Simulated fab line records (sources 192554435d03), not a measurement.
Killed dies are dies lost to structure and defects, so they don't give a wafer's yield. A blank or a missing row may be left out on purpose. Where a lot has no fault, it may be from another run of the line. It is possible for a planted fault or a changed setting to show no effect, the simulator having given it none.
What tool caused it? -- flow n5_finfet -- 72 wafers from 24 lots sampled at 5 of the route's 1938 steps

## WHAT THE GAUGES READ, wafer by wafer
N5_BEOL_M1_INSPECT_13: inspects for defects (brightfield). Usual: raw_defect_count reads 387 (standard deviation 90).
lot,measured,on,raw_defect_count,flag
L074,day 6 05:14,defect_inspect-02,362 338 548,
L075,day 6 08:28,defect_inspect-01,366 320 443,
L076,day 6 14:15,defect_inspect-01,466 484 508,
L077,day 6 22:49,defect_inspect-01,360 387 333,
L078,day 6 23:07,defect_inspect-02,419 328 261,
L079,day 7 06:10,defect_inspect-02,373 384 374,
L080,day 8 03:20,defect_inspect-02,354 408 423,
L081,day 8 02:27,defect_inspect-02,352 340 461,
L082,day 8 04:52,defect_inspect-02,409 447 286,
L083,day 8 11:46,defect_inspect-02,354 367 436,
L084,day 8 12:31,defect_inspect-02,242 329 254,
L085,day 8 20:31,defect_inspect-02,306 293 495,
L086,day 9 00:25,defect_inspect-02,287 348 381,
L087,day 9 10:18,defect_inspect-02,603 519 569,
L088,day 9 10:34,defect_inspect-02,212 208 261,
L089,day 9 21:27,defect_inspect-02,319 292 244,
L090,day 10 02:04,defect_inspect-02,378 384 385,
L091,day 10 07:49,defect_inspect-02,394 306 515,
L092,day 10 11:39,defect_inspect-02,401 519 481,
L093,day 11 00:43,defect_inspect-02,287 189 284,
L094,day 11 00:57,defect_inspect-02,374 381 292,
L095,day 11 10:57,defect_inspect-02,460 375 517,
L096,day 11 18:34,defect_inspect-02,422 402 464,
L097,day 12 04:27,defect_inspect-01,387 289 284,

N5_BEOL_M1_OCD_MEAS_38. Usual: trench_depth_nm reads 54.7 nm (standard deviation 1.4).
lot,measured,on,trench_depth_nm (nm),flag
L074,day 6 08:31,ocd-01,56.2 57.9 53.5,
L075,day 6 21:52,ocd-02,56.2 55.9 53.4,
L076,day 6 22:20,ocd-02,55.7 54.6 54.5,
L077,day 7 01:48,ocd-01,54.7 54.7 56.9,
L078,day 7 03:34,ocd-01,52.8 56.1 52.3,
L079,day 7 08:05,ocd-01,53.2 53.2 53.0,
L080,day 8 15:53,ocd-02,53.8 56.7 52.9,
L081,day 8 09:02,ocd-01,55.0 55.9 54.8,
L082,day 8 15:59,ocd-02,52.7 55.8 53.2,
L083,day 8 16:28,ocd-02,54.8 54.1 55.3,
L084,day 8 23:37,ocd-02,55.7 53.3 53.2,
L085,day 9 02:12,ocd-02,53.2 55.3 55.8,
L086,day 10 02:20,ocd-01,54.4 55.0 52.5,
L087,day 9 16:43,ocd-01,52.9 56.6 53.3,
L088,day 9 16:45,ocd-02,55.8 53.5 53.1,
L089,day 10 10:26,ocd-02,52.6 54.4 55.6,
L090,day 11 01:49,ocd-02,54.3 54.7 55.5,
L091,day 11 01:50,ocd-01,54.9 53.5 55.1,
L092,day 11 10:02,ocd-02,55.3 54.7 53.6,
L093,day 11 22:13,ocd-01,56.8 55.0 55.1,
L094,day 11 22:24,ocd-02,56.3 55.2 53.8,
L095,day 12 15:42,ocd-01,54.9 54.8 53.9,
L096,day 12 07:43,ocd-02,52.3 57.3 56.1,
L097,day 13 00:36,ocd-02,54.1 53.7 54.7,

## EACH LOT AND THE TOOL THAT RAN IT (in order: tool; ch and the chambers of the sampled wafers; start)
lot,N5_BEOL_M0_CUTY_ETCH_63,N5_BEOL_M0_DEP_125,N5_BEOL_M1_STRIP_36
L074,"rie_diel-04 ch 0,2, day 5 20:02","pecvd-02 ch 0,1, day 6 03:07","rie_diel-02 ch 0,1,2, day 6 08:19"
L075,"rie_diel-04 ch 1,2,3, day 6 00:50","pecvd-03 ch 0,2, day 6 05:38","rie_diel-06 ch 0,1,2, day 6 21:40"
L076,"rie_diel-01 ch 0,3, day 6 06:52","pecvd-02 ch 0,1, day 6 11:39","rie_diel-06 ch 0,1, day 6 22:08"
L077,"rie_diel-05 ch 0,1,2, day 6 11:46","pecvd-03 ch 0,1,2, day 6 21:16","rie_diel-06 ch 0,1,3, day 7 01:36"
L078,"rie_diel-01 ch 0,2,3, day 6 14:46","pecvd-02 ch 0,2, day 6 21:41","rie_diel-02 ch 2,3, day 7 03:22"
L079,"rie_diel-04 ch 1,2, day 6 21:20","pecvd-03 ch 0,1,2, day 7 04:51","rie_diel-02 ch 0,3, day 7 07:53"
L080,"rie_diel-05 ch 1,3, day 7 08:27","pecvd-03 ch 0,2, day 8 01:11","rie_diel-02 ch 0,1, day 8 15:41"
L081,"rie_diel-05 ch 0,1,2, day 7 12:35","pecvd-04 ch 0,1,2, day 8 00:37","rie_diel-06 ch 0,1,3, day 8 08:50"
L082,"rie_diel-01 ch 1,2, day 7 15:29","pecvd-02 ch 0,1,2, day 8 03:23","rie_diel-06 ch 2,3, day 8 15:47"
L083,"rie_diel-04 ch 0,1,3, day 8 01:58","pecvd-03 ch 1,2, day 8 10:40","rie_diel-03 ch 0,1,2, day 8 16:17"
L084,"rie_diel-01 ch 0,1, day 8 05:01","pecvd-04 ch 0,2, day 8 10:50","rie_diel-02 ch 0,2, day 8 23:25"
L085,"rie_diel-01 ch 0,1,3, day 8 10:06","pecvd-04 ch 1,2, day 8 17:48","rie_diel-06 ch 1,2,3, day 9 02:01"
L086,"rie_diel-01 ch 1,3, day 8 16:40","pecvd-04 ch 1,2, day 8 22:42","rie_diel-06 ch 0,2,3, day 10 02:08"
L087,"rie_diel-05 ch 0,2,3, day 9 01:37","pecvd-02 ch 0,1,2, day 9 07:00","rie_diel-02 ch 0,2,3, day 9 16:31"
L088,"rie_diel-04 ch 1,2, day 9 03:31","pecvd-02 ch 1,2, day 9 08:28","rie_diel-03 ch 0,1, day 9 16:33"
L089,"rie_diel-04 ch 0,1,2, day 9 14:34","pecvd-02 ch 0,1, day 9 19:41","rie_diel-03 ch 0,1,3, day 10 10:14"
L090,"rie_diel-01 ch 0,2,3, day 9 17:53","pecvd-02 ch 0,1, day 10 00:29","rie_diel-03 ch 1,2,3, day 11 01:37"
L091,"rie_diel-05 ch 1,2,3, day 9 23:50","pecvd-02 ch 1, day 10 04:09","rie_diel-06 ch 1,2,3, day 11 01:39"
L092,"rie_diel-05 ch 2,3, day 10 05:11","pecvd-04 ch 1,2, day 10 09:51","rie_diel-03 ch 1,2,3, day 11 09:51"
L093,"rie_diel-05 ch 0,1, day 10 14:04","pecvd-02 ch 1,2, day 10 20:56","rie_diel-02 ch 0,1, day 11 22:01"
L094,"rie_diel-04 ch 0,2,3, day 10 14:31","pecvd-02 ch 0,1,2, day 10 21:17","rie_diel-03 ch 1,2,3, day 11 22:12"
L095,"rie_diel-01 ch 1,2, day 10 22:37","pecvd-03 ch 0,1,2, day 11 09:00","rie_diel-06 ch 2,3, day 12 15:30"
L096,"rie_diel-04 ch 0,2,3, day 11 12:02","pecvd-04 ch 0,1,2, day 11 17:25","rie_diel-02 ch 1,2,3, day 12 07:32"
L097,"rie_diel-04 ch 1,2, day 11 17:18","pecvd-04 ch 0,1, day 12 02:47","rie_diel-06 ch 1,2,3, day 13 00:24"
- N5_BEOL_M0_CUTY_ETCH_63: etches SOC in N2/H2, target depth 82.7 nm, overetch 16.5 nm, time 124 s.
- N5_BEOL_M0_DEP_125: deposits SiCN from 3MS/NH3, target thk 8 nm, time 14 s.
- N5_BEOL_M1_STRIP_36: strips in N2/H2.

## AS READ BY THE TOOLS THEMSELVES (means over the sampled wafers that have a number; for cases with no such wafer, the mark the record gives instead)
N5_BEOL_M0_CUTY_ETCH_63. Usual: drypump_motor_current_A 5.7 A, standard deviation 0.4; oes_product_au 0.62 a.u., standard deviation 0.047; rf_vpp_V 523.5 V, standard deviation 2.6; showerhead_plenum_p_Torr 2.52 Torr, standard deviation 0.097; throttle_valve_pct 17.80 %, standard deviation 0.19.
lot,tool,drypump_motor_current_A (A),oes_product_au (a.u.),rf_vpp_V (V),showerhead_plenum_p_Torr (Torr),throttle_valve_pct (%),flag
L074,rie_diel-04,5.7,0.68,524.8,2.58,17.63,
L075,rie_diel-04,5.7,0.68,523.0,2.49,17.84,
L076,rie_diel-01,5.8,0.60,524.4,2.54,17.80,
L077,rie_diel-05,5.5,0.62,523.2,2.52,17.77,
L078,rie_diel-01,5.4,0.60,523.9,2.52,17.94,
L079,rie_diel-04,5.8,0.70,524.1,2.54,17.91,
L080,rie_diel-05,6.0,0.62,523.0,2.47,17.82,
L081,rie_diel-05,5.6,0.61,524.2,2.51,17.77,
L082,rie_diel-01,5.6,0.64,526.5,2.65,17.91,
L083,rie_diel-04,5.9,0.62,521.6,2.48,17.78,
L084,rie_diel-01,6.1,0.59,525.9,2.63,17.84,
L085,rie_diel-01,5.7,0.62,525.3,2.57,17.77,
L086,rie_diel-01,5.5,0.65,525.5,2.60,17.73,
L087,rie_diel-05,5.3,0.58,522.9,2.46,17.66,
L088,rie_diel-04,5.9,0.64,523.0,2.48,18.00,
L089,rie_diel-04,5.8,0.65,522.8,2.52,17.83,
L090,rie_diel-01,5.5,0.59,523.7,2.51,17.97,
L091,rie_diel-05,5.7,0.59,523.2,2.49,17.72,
L092,rie_diel-05,5.3,0.57,525.0,2.50,17.60,
L093,rie_diel-05,5.8,0.62,522.0,2.48,17.95,
L094,rie_diel-04,5.6,0.65,522.8,2.52,17.74,
L095,rie_diel-01,5.3,0.60,524.5,2.59,18.13,
L096,rie_diel-04,5.6,0.64,523.2,2.51,17.75,
L097,rie_diel-04,6.0,0.62,521.9,2.47,18.03,

N5_BEOL_M0_DEP_125. Usual: showerhead_plenum_p_Torr 3.671 Torr, standard deviation 0.015; throttle_valve_pct 9.3 %, standard deviation 0.77.
lot,tool,showerhead_plenum_p_Torr (Torr),throttle_valve_pct (%),flag
L074,pecvd-02,3.671,9.2,
L075,pecvd-03,3.661,9.4,
L076,pecvd-02,3.668,9.3,
L077,pecvd-03,3.666,9.3,
L078,pecvd-02,3.683,8.6,
L079,pecvd-03,3.669,9.3,
L080,pecvd-03,3.675,9.8,
L081,pecvd-04,3.670,9.7,
L082,pecvd-02,3.675,9.0,
L083,pecvd-03,3.659,8.8,
L084,pecvd-04,3.675,9.0,
L085,pecvd-04,3.650,9.5,
L086,pecvd-04,3.649,10.1,
L087,pecvd-02,3.679,9.0,
L088,pecvd-02,3.674,8.7,
L089,pecvd-02,3.669,9.3,
L090,pecvd-02,3.677,9.4,
L091,pecvd-02,3.665,9.5,
L092,pecvd-04,3.661,10.3,
L093,pecvd-02,3.673,8.5,
L094,pecvd-02,3.674,8.8,
L095,pecvd-03,3.669,9.3,
L096,pecvd-04,3.667,9.8,
L097,pecvd-04,3.676,10.5,

N5_BEOL_M1_STRIP_36. Usual: drypump_motor_current_A 5.6 A, standard deviation 0.33; oes_product_au 0.79 a.u., standard deviation 0.074; rf_vpp_V 59.1 V, standard deviation 1.4; showerhead_plenum_p_Torr 2.52 Torr, standard deviation 0.091; throttle_valve_pct 23.61 %, standard deviation 0.28.
lot,tool,drypump_motor_current_A (A),oes_product_au (a.u.),rf_vpp_V (V),showerhead_plenum_p_Torr (Torr),throttle_valve_pct (%),flag
L074,rie_diel-02,5.5,0.82,57.5,2.56,23.51,
L075,rie_diel-06,5.6,0.89,59.6,2.47,23.46,
L076,rie_diel-06,5.4,0.90,59.1,2.54,23.24,
L077,rie_diel-06,5.6,0.84,59.5,2.52,23.37,
L078,rie_diel-02,5.7,0.74,59.9,2.44,23.52,
L079,rie_diel-02,5.5,0.79,58.7,2.46,23.65,
L080,rie_diel-02,5.5,0.83,58.8,2.54,23.59,
L081,rie_diel-06,5.6,0.84,59.4,2.52,23.38,
L082,rie_diel-06,5.8,0.77,58.9,2.41,23.76,
L083,rie_diel-03,6.0,0.77,59.6,2.59,23.74,
L084,rie_diel-02,5.5,0.79,58.7,2.48,23.67,
L085,rie_diel-06,5.7,0.79,57.8,2.48,23.54,
L086,rie_diel-06,5.7,0.80,59.7,2.45,23.59,
L087,rie_diel-02,5.6,0.76,59.7,2.46,23.61,
L088,rie_diel-03,6.2,0.84,59.3,2.59,23.89,
L089,rie_diel-03,5.8,0.79,59.8,2.59,23.92,
L090,rie_diel-03,5.6,0.72,59.8,2.58,23.79,
L091,rie_diel-06,5.7,0.77,60.5,2.47,23.56,
L092,rie_diel-03,5.6,0.72,58.6,2.58,23.78,
L093,rie_diel-02,5.5,0.81,59.3,2.53,23.62,
L094,rie_diel-03,5.6,0.72,58.3,2.58,23.78,
L095,rie_diel-06,5.8,0.74,58.9,2.40,23.78,
L096,rie_diel-02,5.5,0.76,58.6,2.52,23.50,
L097,rie_diel-06,5.7,0.76,59.8,2.46,23.58,

## THE ANSWER, worked out from the rows above alone
Rule: take the mean of a lot's wafers that have a number; if it is more than 3 standard deviations from the usual mean, the lot is off. Also off: a lot with no number at a reading for which 4 or more lots have one. All remaining lots with rows at the step are treated as sound. After the gauges, taken in route order, come the tools' own readings; for these a lot's mean is taken, as printed above. The first step at which some lot is off is used, and at that step the reading that is off furthest; a lot without a number counts as furthest.
None of the lots is off at any reading shown; this tells nothing.

## WHAT THE SIMULATOR PUT IN
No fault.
